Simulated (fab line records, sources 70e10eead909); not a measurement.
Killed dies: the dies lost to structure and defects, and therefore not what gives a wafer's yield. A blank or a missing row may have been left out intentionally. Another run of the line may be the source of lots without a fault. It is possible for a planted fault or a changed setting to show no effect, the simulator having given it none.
What tool caused it? | flow nand-harc | Sampling: 12 lots, 34 wafers, 6 of 1302 route steps

WHAT THE GAUGES READ, wafer by wafer
NHARC_END_SORT_01. Usual: killed-at-array 61, standard deviation 26; killed-at-other 0.8, standard deviation 1.1; killed-at-periphery 4.0, standard deviation 2.6; killed-dies 66, standard deviation 26; killed-open 3.1, standard deviation 1.7; killed-short 2.5, standard deviation 1.5.
lot  | measured     | on        | killed-at-array | killed-at-other | killed-at-periphery | killed-dies | killed-open | killed-short | flag
L937 | day 31 17:04 | prober-02 | 174             | 0               | 3                   | 177         | 0           | 3            | OFF

WHICH TOOL RAN EACH LOT (tool, then ch and the chambers of the sampled wafers, then the start)
lot  | NHARC_A_CHANNEL_FILL_D1_ETCHBACK_19 | NHARC_A_DECK1_JOINT_ETCHBACK_07  | NHARC_A_DECK1_JOINT_ETCHBACK_00  | NHARC_A_DECK1_JOINT_DEP_16      | NHARC_A_ONON_D2_DEP_00
L924 | rie-si-03 ch 0,3, day 9 19:19       | rie-si-02 ch 0,1,2, day 10 20:26 | rie-si-05 ch 0,1,2, day 11 07:10 | pecvd-03 ch 0,1, day 12 08:43   | pecvd-onon-02 ch 0, day 12 09:05
L925 | rie-si-04 ch 0,2,3, day 10 18:03    | rie-si-01 ch 0,1,2, day 11 18:05 | rie-si-05 ch 0,1,2, day 12 04:50 | pecvd-04 ch 0,1,2, day 13 03:07 | pecvd-onon-04 ch 0, day 13 03:29
L926 | rie-si-06 ch 2,3, day 10 20:43      | rie-si-05 ch 0,2, day 11 18:05   | rie-si-01 ch 1,2, day 12 04:50   | pecvd-03 ch 1,2, day 13 03:08   | pecvd-onon-02 ch 0, day 13 03:29
L927 | rie-si-04 ch 0,2,3, day 11 06:58    | rie-si-02 ch 1,3, day 12 07:01   | rie-si-05 ch 2,3, day 12 17:44   | pecvd-04 ch 0,1, day 13 14:57   | pecvd-onon-02 ch 0, day 13 15:23
L930 | rie-si-03 ch 0,1,2, day 12 10:38    | rie-si-01 ch 0,1,3, day 13 10:31 | rie-si-01 ch 0,1,3, day 13 21:12 | pecvd-03 ch 0,2, day 14 21:19   | pecvd-onon-02 ch 0, day 14 21:46
L931 | rie-si-04 ch 0,2, day 13 06:02      | rie-si-05 ch 0,1,3, day 14 05:54 | rie-si-05 ch 0,2,3, day 14 16:33 | pecvd-01 ch 0,1, day 15 17:01   | pecvd-onon-02 ch 0, day 15 17:29
L933 | rie-si-06 ch 0,1, day 14 03:20      | rie-si-02 ch 0,2,3, day 15 03:07 | rie-si-01 ch 0,1,3, day 15 13:47 | pecvd-03 ch 0,1,2, day 16 23:17 | pecvd-onon-02 ch 0, day 17 01:07
L935 | rie-si-04 ch 0,3, day 14 23:41      | rie-si-01 ch 0,1,2, day 15 23:31 | rie-si-02 ch 0,1,2, day 16 10:16 | pecvd-04 ch 0,1,2, day 17 04:47 | pecvd-onon-03 ch 0, day 17 05:14
L937 | rie-si-04 ch 0, day 15 21:00        | rie-si-02 ch 3, day 17 00:58     | rie-si-05 ch 1, day 17 11:41     | pecvd-04 ch 2, day 18 10:24     | pecvd-onon-04 ch 0, day 19 07:54
L944 | rie-si-06 ch 0,1,3, day 18 14:56    | rie-si-02 ch 0,1,3, day 19 15:11 | rie-si-01 ch 1,2,3, day 20 01:51 | pecvd-04 ch 0,1, day 21 00:14   | pecvd-onon-03 ch 0, day 21 00:35
L946 | rie-si-03 ch 1,2,3, day 19 04:41    | rie-si-01 ch 0,2,3, day 20 04:43 | rie-si-05 ch 0,2,3, day 20 15:16 | pecvd-04 ch 0,1,2, day 21 12:47 | pecvd-onon-03 ch 0, day 21 13:14
L945 | rie-si-06 ch 1,2,3, day 19 04:42    | rie-si-05 ch 0,1,3, day 20 04:44 | rie-si-02 ch 0,1,2, day 20 15:15 | pecvd-03 ch 1,2, day 21 12:47   | pecvd-onon-02 ch 0, day 21 13:13
- NHARC_A_CHANNEL_FILL_D1_ETCHBACK_19: etches the open film in HBr/Cl2, target depth 5 nm, time 1.7 s.
- NHARC_A_DECK1_JOINT_ETCHBACK_07: etches the open film in HBr, target depth 105 nm, time 26.9 s.
- NHARC_A_DECK1_JOINT_ETCHBACK_00: etches the open film in HBr, target depth 30 nm, time 17.4 s.
- NHARC_A_DECK1_JOINT_DEP_16: deposits SiO2, target thk 45 nm.
- NHARC_A_ONON_D2_DEP_00: target thk 1000 nm.

WHAT THE TOOLS THEMSELVES READ (means of the sampled wafers that have a number; where no wafer has one, the mark that the record gives instead)
NHARC_A_CHANNEL_FILL_D1_ETCHBACK_19. Usual: drypump-motor-current-A 5.8 A, standard deviation 0.36; oes-product-au 1.004 a.u., standard deviation 0.014; throttle-valve-pct 26.404 %, standard deviation 0.0096.
lot  | tool      | drypump-motor-current-A (A) | oes-product-au (a.u.) | throttle-valve-pct (%) | flag
L924 | rie-si-03 | 5.3                         | 1.002                 | 26.401                 |
L925 | rie-si-04 | 6.0                         | 1.014                 | 26.408                 |
L926 | rie-si-06 | 6.1                         | 1.004                 | 26.404                 |
L927 | rie-si-04 | 6.0                         | 1.009                 | 26.408                 |
L930 | rie-si-03 | 5.6                         | 0.992                 | 26.405                 |
L931 | rie-si-04 | 6.1                         | 1.018                 | 26.405                 |
L933 | rie-si-06 | 5.8                         | 0.997                 | 26.389                 |
L935 | rie-si-04 | 5.8                         | 1.010                 | 26.410                 |
L937 | rie-si-04 | 5.9                         | 1.013                 | 26.413                 |
L944 | rie-si-06 | 5.9                         | 1.002                 | 26.413                 |
L946 | rie-si-03 | 5.4                         | 0.999                 | 26.412                 |
L945 | rie-si-06 | 5.9                         | 1.011                 | 26.410                 |

NHARC_A_DECK1_JOINT_ETCHBACK_07. Usual: drypump-motor-current-A 5.7 A, standard deviation 0.39; oes-product-au 0.997 a.u., standard deviation 0.012; throttle-valve-pct 23.265 %, standard deviation 0.0091.
lot  | tool      | drypump-motor-current-A (A) | oes-product-au (a.u.) | throttle-valve-pct (%) | flag
L924 | rie-si-02 | 6.1                         | 1.001                 | 23.265                 |
L925 | rie-si-01 | 5.4                         | 0.997                 | 23.263                 |
L926 | rie-si-05 | 5.2                         | 0.989                 | 23.267                 |
L927 | rie-si-02 | 5.9                         | 0.995                 | 23.264                 |
L930 | rie-si-01 | 5.7                         | 0.993                 | 23.272                 |
L931 | rie-si-05 | 5.3                         | 1.012                 | 23.262                 |
L933 | rie-si-02 | 6.0                         | 1.000                 | 23.266                 |
L935 | rie-si-01 | 5.4                         | 1.004                 | 23.269                 |
L937 | rie-si-02 | 5.8                         | 0.973                 | 23.270                 |
L944 | rie-si-02 | 6.1                         | 0.993                 | 23.266                 |
L946 | rie-si-01 | 5.5                         | 1.006                 | 23.272                 |
L945 | rie-si-05 | 5.3                         | 1.010                 | 23.261                 |

NHARC_A_DECK1_JOINT_ETCHBACK_00. Usual: drypump-motor-current-A 5.7 A, standard deviation 0.42; oes-product-au 0.998 a.u., standard deviation 0.012; throttle-valve-pct 23.265 %, standard deviation 0.0085.
lot  | tool      | drypump-motor-current-A (A) | oes-product-au (a.u.) | throttle-valve-pct (%) | flag
L924 | rie-si-05 | 5.5                         | 0.997                 | 23.260                 |
L925 | rie-si-05 | 5.5                         | 0.999                 | 23.270                 |
L926 | rie-si-01 | 5.6                         | 0.989                 | 23.262                 |
L927 | rie-si-05 | 5.3                         | 0.996                 | 23.272                 |
L930 | rie-si-01 | 5.7                         | 0.994                 | 23.264                 |
L931 | rie-si-05 | 5.3                         | 1.004                 | 23.268                 |
L933 | rie-si-01 | 5.7                         | 0.998                 | 23.266                 |
L935 | rie-si-02 | 6.0                         | 0.998                 | 23.259                 |
L937 | rie-si-05 | 5.9                         | 1.010                 | 23.272                 |
L944 | rie-si-01 | 5.7                         | 1.000                 | 23.266                 |
L946 | rie-si-05 | 5.2                         | 1.006                 | 23.271                 |
L945 | rie-si-02 | 6.0                         | 0.993                 | 23.266                 |

NHARC_A_DECK1_JOINT_DEP_16. Usual: heater-power-w 583 W, standard deviation 76; throttle-valve-pct 16.0 %, standard deviation 0.55.
lot  | tool     | heater-power-w (W) | throttle-valve-pct (%) | flag
L924 | pecvd-03 | 548                | 16.1                   |
L925 | pecvd-04 | 580                | 16.1                   |
L926 | pecvd-03 | 639                | 16.2                   |
L927 | pecvd-04 | 639                | 15.8                   |
L930 | pecvd-03 | 551                | 16.4                   |
L931 | pecvd-01 | 602                | 15.5                   |
L933 | pecvd-03 | 574                | 16.0                   |
L935 | pecvd-04 | 571                | 16.0                   |
L937 | pecvd-04 | 509                | 16.6                   |
L944 | pecvd-04 | 644                | 15.7                   |
L946 | pecvd-04 | 586                | 15.9                   |
L945 | pecvd-03 | 575                | 16.3                   |

THE ANSWER, worked out from the rows above alone
Rule: take the mean of a lot's wafers that have a number; if it is more than 3 standard deviations from the usual mean, the lot is off. A lot without any number at a reading at which 4 lots or more have one is off too. Where the step has rows for the other lots, those lots are counted as sound. The gauges are gone through in route order, then the tools' own readings, and for those a lot's mean is taken as printed above. At the first step where some lot is off, the reading lying furthest off is the one used; lots without a number count as furthest.
Off: L937 (NHARC_END_SORT_01, killed-at-array). Neither off nor sound, because the step has no rows for them: L924, L925, L926, L927, L930, L931, L933, L935, L944, L946, L945.
A tool fits if, at a process step before that reading, it ran every lot that is off, and no sound lot after the first of them. Those tools and the gauges at NHARC_END_SORT_01 are tried in the same way. Can't be told from this: 6 tools fit, rie-si-04 at NHARC_A_CHANNEL_FILL_D1_ETCHBACK_19, rie-si-02 at NHARC_A_DECK1_JOINT_ETCHBACK_07, rie-si-05 at NHARC_A_DECK1_JOINT_ETCHBACK_00, pecvd-04 at NHARC_A_DECK1_JOINT_DEP_16, pecvd-onon-04 at NHARC_A_ONON_D2_DEP_00, prober-02 at NHARC_END_SORT_01.

WHAT THE SIMULATOR HAD INSERTED
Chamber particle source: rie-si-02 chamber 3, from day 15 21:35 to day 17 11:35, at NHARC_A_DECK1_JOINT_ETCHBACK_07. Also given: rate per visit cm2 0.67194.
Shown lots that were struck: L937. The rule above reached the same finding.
